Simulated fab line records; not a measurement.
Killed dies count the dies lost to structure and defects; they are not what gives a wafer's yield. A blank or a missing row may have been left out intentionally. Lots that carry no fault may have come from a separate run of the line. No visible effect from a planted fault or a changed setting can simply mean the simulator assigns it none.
Matching of chambers :: flow n5-finfet :: N5_FIN_SAQP_DESCUM_21 on rie-diel-04 has 4 sister chambers
The step chemistry O2, time 7.9 s. 4 wafers are shown with their chamber, then 11 later ones without.

## EACH WAFER AND ITS CHAMBER
wafer: L082.1
chamber: 0
showerhead-plenum-p-Torr (Torr): 2.08

wafer: L084.6
chamber: 2
showerhead-plenum-p-Torr (Torr): 2.05

wafer: L087.6
chamber: 1
showerhead-plenum-p-Torr (Torr): 2.06

wafer: L091.4
chamber: 3
showerhead-plenum-p-Torr (Torr): 2.23

## WAFERS MISSING THEIR CHAMBER
wafer: L091.5
showerhead-plenum-p-Torr (Torr): 2.04

wafer: L091.6
showerhead-plenum-p-Torr (Torr): 2.08

wafer: L092.1
showerhead-plenum-p-Torr (Torr): 2.07

wafer: L092.4
showerhead-plenum-p-Torr (Torr): 2.04

wafer: L092.6
showerhead-plenum-p-Torr (Torr): 2.23

wafer: L094.2
showerhead-plenum-p-Torr (Torr): 2.04

wafer: L094.3
showerhead-plenum-p-Torr (Torr): 2.06

wafer: L094.4
showerhead-plenum-p-Torr (Torr): 2.07

wafer: L096.2
showerhead-plenum-p-Torr (Torr): 2.22

wafer: L096.3
showerhead-plenum-p-Torr (Torr): 2.04

wafer: L096.6
showerhead-plenum-p-Torr (Torr): 2.04

## WHICH CHAMBER EACH WENT THROUGH
wafer: L091.5
from the rows above: can't be placed: 2 or 1
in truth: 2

wafer: L091.6
from the rows above: 0
in truth: 0

wafer: L092.1
from the rows above: can't be placed: 1 or 0 or 2
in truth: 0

wafer: L092.4
from the rows above: can't be placed: 2 or 1
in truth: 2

wafer: L092.6
from the rows above: 3
in truth: 3

wafer: L094.2
from the rows above: can't be placed: 2 or 1
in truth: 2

wafer: L094.3
from the rows above: can't be placed: 1 or 2
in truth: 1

wafer: L094.4
from the rows above: can't be placed: 1 or 0 or 2
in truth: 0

wafer: L096.2
from the rows above: 3
in truth: 3

wafer: L096.3
from the rows above: can't be placed: 2 or 1
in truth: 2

wafer: L096.6
from the rows above: can't be placed: 2 or 1
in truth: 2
Correct placement for 3 of the 11. Unplaceable from these rows: 8, with the true chamber sitting among the candidates in 8. Number placed wrongly: 0.
How it was worked out, from the rows above alone: a wafer's distance from a chamber is the root of the sum, over the readings, of the square of ((its reading less the chamber's mean) divided by the reading's scatter). If the next closest chamber is less than 2 further off than the closest, the wafer can't be placed; otherwise it belongs to the closest. A chamber's mean is the mean of its shown wafers. The scatter: with one shown wafer a chamber, the root of the mean of the squares of how far each hidden wafer lies from its nearest shown one.
